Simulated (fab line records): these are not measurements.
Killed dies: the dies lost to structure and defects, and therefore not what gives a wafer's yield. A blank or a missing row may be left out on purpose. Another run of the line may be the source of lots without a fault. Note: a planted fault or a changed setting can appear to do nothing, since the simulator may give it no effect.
Which tool is to blame?	flow nand harc	Sampling: 21 lots, 63 wafers, 6 of 1159 route steps

## WHAT THE GAUGES SHOWED, per wafer
Not one reading of a measure or inspect step in the record can be checked against a usual standard deviation.

## WHICH TOOL RAN EACH LOT (tool, then ch and the chambers of the sampled wafers, then the start)
lot	NHARC_A_STAIRCASE_ETCH_227	NHARC_A_STAIRCASE_TRIM_229	NHARC_A_STAIRCASE_DEP_301	NHARC_A_STAIRCASE_STRIP_316	NHARC_A_STAIRCASE_STRIP_446	NHARC_A_STAIRCASE_STRIP_475
L074	rie diel-04 ch 0,2, day 11 08:10 or earlier	rie diel-04 ch 1,2,3, day 11 08:10	pecvd-04 ch 0,1,2, day 11 21:04	rie diel-06 ch 0,1,2, day 13 19:08 or earlier	plasma asher-02 ch 0,1, day 13 19:08	rie diel-05 ch 0,1,3, no start
L076	rie diel-06 ch 2,3, day 11 14:14 or earlier	rie diel-05 ch 1,2, day 11 14:14	pecvd-02 ch 0,1,2, day 12 01:18	rie diel-06 ch 0,1,2, day 13 19:19 or earlier	plasma asher-02 ch 0,1, day 13 19:19	rie diel-04 ch 0,1, day 13 21:20
L075	rie diel-06 ch 0,2,3, day 11 15:30 or earlier	rie diel-05 ch 0,2,3, day 11 15:30	pecvd-03 ch 1,2, day 12 02:53	rie diel-06 ch 1,3, day 13 19:22 or earlier	plasma asher-01 ch 0,1, day 13 19:22	rie diel-05 ch 0,1,3, no start
L077	rie diel-04 ch 0,2, day 11 21:39 or earlier	rie diel-04 ch 1,2,3, day 11 21:39	pecvd-02 ch 1,2, day 12 10:13	rie diel-06 ch 0,1, day 14 10:09 or earlier	plasma asher-02 ch 0,1, day 14 10:09	rie diel-05 ch 0,1,3, no start
L079	rie diel-05 ch 0,2,3, day 11 21:47 or earlier	rie diel-06 ch 2,3, day 11 21:47	pecvd-04 ch 0,1, day 12 12:41	rie diel-05 ch 0,3, day 14 09:28 or earlier	plasma asher-02 ch 0, day 14 09:28	rie diel-04 ch 1,3, day 14 11:25
L078	rie diel-06 ch 1,2,3, day 12 05:11 or earlier	rie diel-05 ch 0,1,2, day 12 05:11	pecvd-03 ch 0,1, day 12 19:10	rie diel-06 ch 0,1,3, day 14 16:56 or earlier	plasma asher-02 ch 0,1, day 14 16:56	rie diel-06 ch 0,1,2, no start
L080	rie diel-05 ch 0,1,2, day 12 11:30 or earlier	rie diel-05 ch 0,3, day 12 11:30	pecvd-04 ch 1,2, day 12 22:37	rie diel-05 ch 0,1,2, day 15 01:31 or earlier	plasma asher-02 ch 0,1, day 15 01:31	rie diel-04 ch 1,2, no start
L081	rie diel-05 ch 2,3, day 13 00:29 or earlier	rie diel-04 ch 1,3, day 13 00:29	pecvd-04 ch 0,1, day 13 12:31	rie diel-05 ch 0,1, day 15 10:47 or earlier	plasma asher-01 ch 1, day 15 10:47	rie diel-06 ch 0,1,3, no start
L084	rie diel-06 ch 0,2,3, day 13 08:50 or earlier	rie diel-05 ch 1,2,3, day 13 08:50	pecvd-03 ch 0,1,2, day 13 22:49	rie diel-05 ch 0,2,3, day 15 20:43 or earlier	plasma asher-01 ch 0,1, day 15 20:43	rie diel-06 ch 0,2,3, no start
L082	rie diel-05 ch 0,2,3, day 13 10:23 or earlier	rie diel-05 ch 0,1, day 13 10:23	pecvd-04 ch 0,2, day 14 00:28	rie diel-06 ch 0,1,3, day 15 20:44 or earlier	plasma asher-02 ch 0,1, day 15 20:44	rie diel-04 ch 0,1, no start
L083	rie diel-06 ch 1,2,3, day 13 15:13 or earlier	rie diel-05 ch 0,1,2, day 13 15:13	pecvd-04 ch 1,2, day 14 04:25	rie diel-05 ch 0,2, day 15 21:07 or earlier	plasma asher-02 ch 0,1, day 15 21:07	rie diel-05 ch 0,2,3, no start
L088	rie diel-06 ch 0,2,3, day 14 05:29 or earlier	rie diel-04 ch 1,3, day 14 05:29	pecvd-03 ch 1,2, day 14 17:44	rie diel-05 ch 0,1,2, day 16 19:08 or earlier	plasma asher-02 ch 0,1, day 16 19:08	rie diel-05 ch 0,1, no start
L087	rie diel-06 ch 0,2,3, day 14 10:08 or earlier	rie diel-05 ch 0,3, day 14 10:08	pecvd-02 ch 0,2, day 14 21:39	rie diel-05 ch 0,1,3, day 16 18:32 or earlier	plasma asher-02 ch 0,1, day 16 18:32	rie diel-05 ch 0,2,3, no start
L085	rie diel-04 ch 0,1,3, day 14 18:09 or earlier	rie diel-04 ch 0,2,3, day 14 18:09	pecvd-04 ch 0,1,2, day 15 06:08	rie diel-06 ch 0,2,3, day 17 04:47 or earlier	plasma asher-01 ch 0,1, day 17 04:47	rie diel-06 ch 1,2,3, no start
L091	rie diel-05 ch 0,1,2, day 15 04:47 or earlier	rie diel-04 ch 0,1,2, day 15 04:47	pecvd-02 ch 1,2, day 15 15:44	rie diel-05 ch 0,2,3, day 17 17:22 or earlier	plasma asher-02 ch 0,1, day 17 17:22	rie diel-06 ch 1,3, no start
L090	rie diel-04 ch 0,2,3, day 15 05:22 or earlier	rie diel-04 ch 2,3, day 15 05:22	pecvd-04 ch 0,1, day 15 18:01	rie diel-05 ch 0,1,3, day 17 17:12 or earlier	plasma asher-01 ch 0,1, day 17 17:12	rie diel-06 ch 0,2,3, no start
L092	rie diel-06 ch 1,2,3, day 15 21:02 or earlier	rie diel-06 ch 0,3, day 15 21:02	pecvd-02 ch 0,2, day 16 10:41	rie diel-05 ch 0,1,2, day 18 09:20 or earlier	plasma asher-02 ch 0,1, day 18 09:20	rie diel-06 ch 1,2,3, no start
L093	rie diel-04 ch 0,2, day 15 21:10 or earlier	rie diel-04 ch 0,1,3, day 15 21:10	pecvd-03 ch 0,1, day 16 08:35	rie diel-04 ch 0,2, day 18 08:58 or earlier	plasma asher-02 ch 0,1, day 18 08:58	rie diel-06 ch 0,1,3, no start
L094	rie diel-05 ch 1,2, day 16 01:22 or earlier	rie diel-05 ch 0,1,2, day 16 01:22	pecvd-03 ch 0,1,2, day 16 14:28	rie diel-04 ch 0,1,2, day 18 16:28 or earlier	plasma asher-01 ch 0,1, day 18 16:28	rie diel-05 ch 1,2,3, no start
L097	rie diel-05 ch 0,2, day 16 16:29 or earlier	rie diel-04 ch 0,1,3, day 16 16:29	pecvd-02 ch 1,2, day 17 04:58	rie diel-05 ch 1,2, day 19 11:11 or earlier	plasma asher-02 ch 0,1, day 19 11:11	rie diel-06 ch 0,2,3, no start
L096	rie diel-04 ch 0,3, day 17 05:38 or earlier	rie diel-04 ch 1,2, day 17 05:38	pecvd-03 ch 0,1,2, day 17 19:16	rie diel-04 ch 1,2,3, day 19 21:49 or earlier	plasma asher-02 ch 0, day 19 21:49	rie diel-05 ch 1,3, no start
- NHARC_A_STAIRCASE_ETCH_227: etches the open film in C4F8/O2, target depth 100 nm, time 40.5 s.
- NHARC_A_STAIRCASE_TRIM_229: chemistry O2, time 211.2 s.
- NHARC_A_STAIRCASE_DEP_301: deposits SiON, target thk 30 nm.
- NHARC_A_STAIRCASE_STRIP_316: strips in O2.
- NHARC_A_STAIRCASE_STRIP_446: strips in O2.
- NHARC_A_STAIRCASE_STRIP_475: strips in O2, time 20 s.

## AS READ BY THE TOOLS THEMSELVES (means over the sampled wafers that have a number; for cases with no such wafer, the mark the record gives instead)
NHARC_A_STAIRCASE_ETCH_227. Usual: chamber pressure mTorr 25.000 mTorr, standard deviation 0.022; oes product au 0.940 a.u., standard deviation 0.0095; rf fwd power W 591.7 W, standard deviation 3; rf vpp V 895 V, standard deviation 6.2.
lot	tool	chamber pressure mTorr (mTorr)	oes product au (a.u.)	rf fwd power W (W)	rf vpp V (V)	flag
L074	rie diel-04	24.994	0.951	592.3	903	
L076	rie diel-06	24.997	0.952	593.0	896	
L075	rie diel-06	25.009	0.940	590.0	893	
L077	rie diel-04	24.998	0.944	593.4	903	
L079	rie diel-05	24.993	0.933	595.1	896	
L078	rie diel-06	24.993	0.931	591.5	894	
L080	rie diel-05	24.978	0.944	593.7	890	
L081	rie diel-05	24.990	0.936	592.4	901	
L084	rie diel-06	24.978	0.934	589.0	892	
L082	rie diel-05	24.996	0.948	592.0	896	
L083	rie diel-06	25.022	0.947	590.8	892	
L088	rie diel-06	24.998	0.938	589.7	892	
L087	rie diel-06	25.025	0.936	591.2	891	
L085	rie diel-04	25.004	0.925	590.3	898	
L091	rie diel-05	24.986	0.935	593.9	891	
L090	rie diel-04	24.990	0.935	593.6	901	
L092	rie diel-06	24.981	0.944	593.1	892	
L093	rie diel-04	25.000	0.942	591.0	903	
L094	rie diel-05	25.005	0.935	594.8	893	
L097	rie diel-05	24.989	0.929	594.2	892	
L096	rie diel-04	24.985	0.940	594.9	899	

NHARC_A_STAIRCASE_TRIM_229. Usual: chamber pressure mTorr 60.01 mTorr, standard deviation 0.062; drypump motor current A 5.69 A, standard deviation 0.19; oes product au 0.996 a.u., standard deviation 0.0094; rf vpp V 57.9 V, standard deviation 0.91; showerhead plenum p Torr 3.53 Torr, standard deviation 0.16; throttle valve pct 17.038 %, standard deviation 0.0089.
lot	tool	chamber pressure mTorr (mTorr)	drypump motor current A (A)	oes product au (a.u.)	rf vpp V (V)	showerhead plenum p Torr (Torr)	throttle valve pct (%)	flag
L074	rie diel-04	59.97	5.69	0.994	57.6	3.64	17.043	
L076	rie diel-05	60.01	5.49	0.999	57.4	3.46	17.038	
L075	rie diel-05	60.02	5.62	1.006	57.4	3.54	17.038	
L077	rie diel-04	60.03	5.69	0.998	57.6	3.64	17.039	
L079	rie diel-06	59.98	5.74	1.002	57.7	3.55	17.038	
L078	rie diel-05	60.01	5.59	0.982	57.3	3.40	17.039	
L080	rie diel-05	60.08	5.78	0.991	58.7	3.63	17.032	
L081	rie diel-04	60.01	5.83	0.989	57.7	3.59	17.047	
L084	rie diel-05	60.03	5.63	1.002	58.5	3.55	17.034	
L082	rie diel-05	59.98	5.73	0.990	57.7	3.35	17.043	
L083	rie diel-05	59.99	5.60	0.996	58.1	3.39	17.039	
L088	rie diel-04	59.97	5.67	0.994	57.4	3.53	17.038	
L087	rie diel-05	60.05	5.77	0.997	58.6	3.62	17.039	
L085	rie diel-04	60.03	5.78	0.997	58.6	3.67	17.039	
L091	rie diel-04	60.06	5.60	1.000	58.2	3.62	17.033	
L090	rie diel-04	60.01	5.72	0.999	58.1	3.72	17.038	
L092	rie diel-06	59.97	5.69	1.007	57.5	3.52	17.037	
L093	rie diel-04	59.98	5.74	0.998	58.1	3.57	17.036	
L094	rie diel-05	60.01	5.60	0.998	58.7	3.38	17.039	
L097	rie diel-04	60.02	5.74	0.991	57.8	3.57	17.028	
L096	rie diel-04	59.98	5.58	0.994	59.3	3.66	17.034	

NHARC_A_STAIRCASE_DEP_301. Usual: heater power w 764 W, standard deviation 110; rf fwd power W 348.0 W, standard deviation 1.1.
lot	tool	heater power w (W)	rf fwd power W (W)	flag
L074	pecvd-04	753	348.2	
L076	pecvd-02	826	348.4	
L075	pecvd-03	786	347.7	
L077	pecvd-02	768	348.4	
L079	pecvd-04	757	346.7	
L078	pecvd-03	802	347.9	
L080	pecvd-04	671	348.2	
L081	pecvd-04	706	347.8	
L084	pecvd-03	775	347.4	
L082	pecvd-04	767	347.8	
L083	pecvd-04	682	347.9	
L088	pecvd-03	708	347.0	
L087	pecvd-02	894	348.3	
L085	pecvd-04	732	347.8	
L091	pecvd-02	751	347.8	
L090	pecvd-04	752	348.2	
L092	pecvd-02	950	350.0	
L093	pecvd-03	746	349.3	
L094	pecvd-03	781	347.6	
L097	pecvd-02	677	349.0	
L096	pecvd-03	721	348.6	

NHARC_A_STAIRCASE_STRIP_316. Usual: chamber pressure mTorr 60.01 mTorr, standard deviation 0.054; drypump motor current A 5.73 A, standard deviation 0.21; oes product au 0.998 a.u., standard deviation 0.0084; rf vpp V 57.7 V, standard deviation 0.85; showerhead plenum p Torr 3.48 Torr, standard deviation 0.17; throttle valve pct 17.036 %, standard deviation 0.0086.
lot	tool	chamber pressure mTorr (mTorr)	drypump motor current A (A)	oes product au (a.u.)	rf vpp V (V)	showerhead plenum p Torr (Torr)	throttle valve pct (%)	flag
L074	rie diel-06	59.98	5.83	1.000	58.3	3.33	17.043	
L076	rie diel-06	59.97	5.85	1.001	57.0	3.33	17.030	
L075	rie diel-06	60.04	6.07	1.006	57.3	3.44	17.038	
L077	rie diel-06	60.02	6.03	1.003	57.0	3.33	17.019	
L079	rie diel-05	60.00	5.77	1.005	57.5	3.63	17.042	
L078	rie diel-06	60.02	5.85	0.999	56.6	3.43	17.042	
L080	rie diel-05	59.98	5.60	0.993	57.8	3.40	17.035	
L081	rie diel-05	60.09	5.74	0.993	57.1	3.35	17.035	
L084	rie diel-05	60.04	5.62	1.004	58.1	3.53	17.034	
L082	rie diel-06	59.95	5.88	0.992	58.3	3.42	17.034	
L083	rie diel-05	60.01	5.59	1.001	57.8	3.38	17.042	
L088	rie diel-05	59.95	5.60	0.994	58.0	3.39	17.043	
L087	rie diel-05	60.04	5.75	1.001	58.0	3.48	17.049	
L085	rie diel-06	59.99	5.68	0.997	58.4	3.42	17.042	
L091	rie diel-05	59.95	5.64	0.993	57.9	3.52	17.036	
L090	rie diel-05	59.97	5.75	1.007	57.1	3.48	17.036	
L092	rie diel-05	60.03	5.60	0.996	57.9	3.38	17.024	
L093	rie diel-04	60.06	5.66	0.998	58.1	3.71	17.036	
L094	rie diel-04	60.02	5.62	0.999	57.6	3.61	17.035	
L097	rie diel-05	60.02	5.61	0.994	57.5	3.39	17.035	
L096	rie diel-04	60.02	5.71	0.993	57.6	3.61	17.039	

NHARC_A_STAIRCASE_STRIP_446. Usual: drypump motor current A 5.77 A, standard deviation 0.052; heater power w 332 W, standard deviation 29; temp c 249.98 C, standard deviation 0.17.
lot	tool	drypump motor current A (A)	heater power w (W)	temp c (C)	flag
L074	plasma asher-02	5.77	341	250.20	
L076	plasma asher-02	5.80	313	249.99	
L075	plasma asher-01	5.75	335	249.92	
L077	plasma asher-02	5.78	334	249.93	
L079	plasma asher-02	5.84	297	249.83	
L078	plasma asher-02	5.81	314	249.97	
L080	plasma asher-02	5.79	321	250.12	
L081	plasma asher-01	5.77	310	249.93	
L084	plasma asher-01	5.71	348	250.10	
L082	plasma asher-02	5.75	341	250.11	
L083	plasma asher-02	5.77	337	250.03	
L088	plasma asher-02	5.77	344	249.92	
L087	plasma asher-02	5.77	341	250.01	
L085	plasma asher-01	5.75	333	250.20	
L091	plasma asher-02	5.79	320	250.16	
L090	plasma asher-01	5.74	329	250.12	
L092	plasma asher-02	5.80	322	250.03	
L093	plasma asher-02	5.76	341	249.85	
L094	plasma asher-01	5.75	328	250.00	
L097	plasma asher-02	5.79	339	249.89	
L096	plasma asher-02	5.85	306	250.12	

NHARC_A_STAIRCASE_STRIP_475. Usual: chamber pressure mTorr 60.01 mTorr, standard deviation 0.055; drypump motor current A 5.73 A, standard deviation 0.22; oes product au 0.999 a.u., standard deviation 0.0095; rf vpp V 57.6 V, standard deviation 0.98; showerhead plenum p Torr 3.47 Torr, standard deviation 0.17; throttle valve pct 17.036 %, standard deviation 0.0087.
lot	tool	chamber pressure mTorr (mTorr)	drypump motor current A (A)	oes product au (a.u.)	rf vpp V (V)	showerhead plenum p Torr (Torr)	throttle valve pct (%)	flag
L074	rie diel-05	59.99	5.75	1.000	57.7	3.48	17.036	
L076	rie diel-04	60.00	5.67	0.995	57.8	3.57	17.043	
L075	rie diel-05	60.04	5.76	1.001	58.0	3.48	17.034	
L077	rie diel-05	59.99	5.75	0.999	57.0	3.48	17.037	
L079	rie diel-04	60.02	5.82	0.988	57.6	3.58	17.034	
L078	rie diel-06	60.01	5.85	1.003	58.0	3.32	17.033	
L080	rie diel-04	59.99	5.55	1.000	57.7	3.57	17.048	
L081	rie diel-06	59.99	5.86	1.009	57.9	3.42	17.034	
L084	rie diel-06	60.05	5.69	0.995	57.3	3.41	17.036	
L082	rie diel-04	60.02	5.58	0.995	57.9	3.52	17.028	
L083	rie diel-05	60.01	5.61	0.995	57.8	3.52	17.031	
L088	rie diel-05	60.02	5.73	0.999	57.2	3.32	17.028	
L087	rie diel-05	59.98	5.62	1.001	58.1	3.52	17.028	
L085	rie diel-06	60.03	5.89	0.997	57.5	3.42	17.045	
L091	rie diel-06	59.99	5.91	1.002	57.3	3.52	17.037	
L090	rie diel-06	60.02	5.68	1.000	57.2	3.40	17.032	
L092	rie diel-06	60.01	5.89	0.997	57.2	3.41	17.040	
L093	rie diel-06	60.03	5.86	1.014	57.2	3.40	17.034	
L094	rie diel-05	60.01	5.63	0.999	58.2	3.52	17.042	
L097	rie diel-06	59.98	5.68	0.999	58.1	3.57	17.038	
L096	rie diel-05	60.05	5.79	1.020	57.7	3.61	17.034	

## THE ANSWER, worked out from the rows above alone
Rule: a lot counts as off when the mean over its wafers that have a number is more than 3 standard deviations away from the usual mean. A lot without any number at a reading at which 4 lots or more have one is off too. The other lots that the step has rows for count as sound. First the gauges in route order, then the tools' own readings, where a lot's mean is used as printed above. At the first step where some lot is off, the reading lying furthest off is the one used; lots without a number count as furthest.
Nothing can be told from this: no lot is off at any reading shown.

## WHAT THE SIMULATOR PUT IN
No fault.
